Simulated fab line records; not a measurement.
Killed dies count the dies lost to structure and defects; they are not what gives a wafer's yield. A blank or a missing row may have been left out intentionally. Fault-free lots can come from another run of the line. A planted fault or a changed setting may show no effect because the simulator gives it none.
Matching of chambers / flow nand harc / rie diel-09 running NHARC_A_STAIRCASE_ETCH_253: 4 sister chambers
The step etches the open film in C4F8/O2, target depth 50 nm, time 20.2 s. 4 wafers are shown with their chamber, then 7 later ones without.

WAFERS, EACH WITH ITS CHAMBER
wafer=L077.2; chamber=2; rf vpp V (V)=888
wafer=L082.2; chamber=3; rf vpp V (V)=897
wafer=L084.4; chamber=1; rf vpp V (V)=892
wafer=L084.5; chamber=0; rf vpp V (V)=896

WAFERS WHOSE CHAMBER IS MISSING
wafer=L084.6; rf vpp V (V)=896
wafer=L086.3; rf vpp V (V)=894
wafer=L086.4; rf vpp V (V)=888
wafer=L086.5; rf vpp V (V)=893
wafer=L089.2; rf vpp V (V)=894
wafer=L089.5; rf vpp V (V)=895
wafer=L089.6; rf vpp V (V)=889

CHAMBER TAKEN BY EACH
wafer=L084.6; from the rows above=can't be placed: 0 or 3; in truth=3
wafer=L086.3; from the rows above=can't be placed: 0 or 1 or 3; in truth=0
wafer=L086.4; from the rows above=2; in truth=2
wafer=L086.5; from the rows above=can't be placed: 1 or 0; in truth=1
wafer=L089.2; from the rows above=can't be placed: 0 or 1 or 3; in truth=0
wafer=L089.5; from the rows above=can't be placed: 0 or 3 or 1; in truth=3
wafer=L089.6; from the rows above=can't be placed: 2 or 1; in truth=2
Correct placement for 1 of the 7. Can't be placed from these rows: 6 (the true chamber is among the candidates in 6). Number placed wrongly: 0.
How it was worked out, from the rows above alone: a wafer's distance from a chamber is the root of the sum, over the readings, of the square of ((its reading less the chamber's mean) divided by the reading's scatter). The wafer belongs to the nearest chamber; if the next one is less than 2 further off, it can't be placed. For every chamber, the mean is computed from those of its wafers that are shown. The scatter (one wafer shown for each chamber): square how far every hidden wafer sits from the nearest shown wafer, average those squares and take the square root.
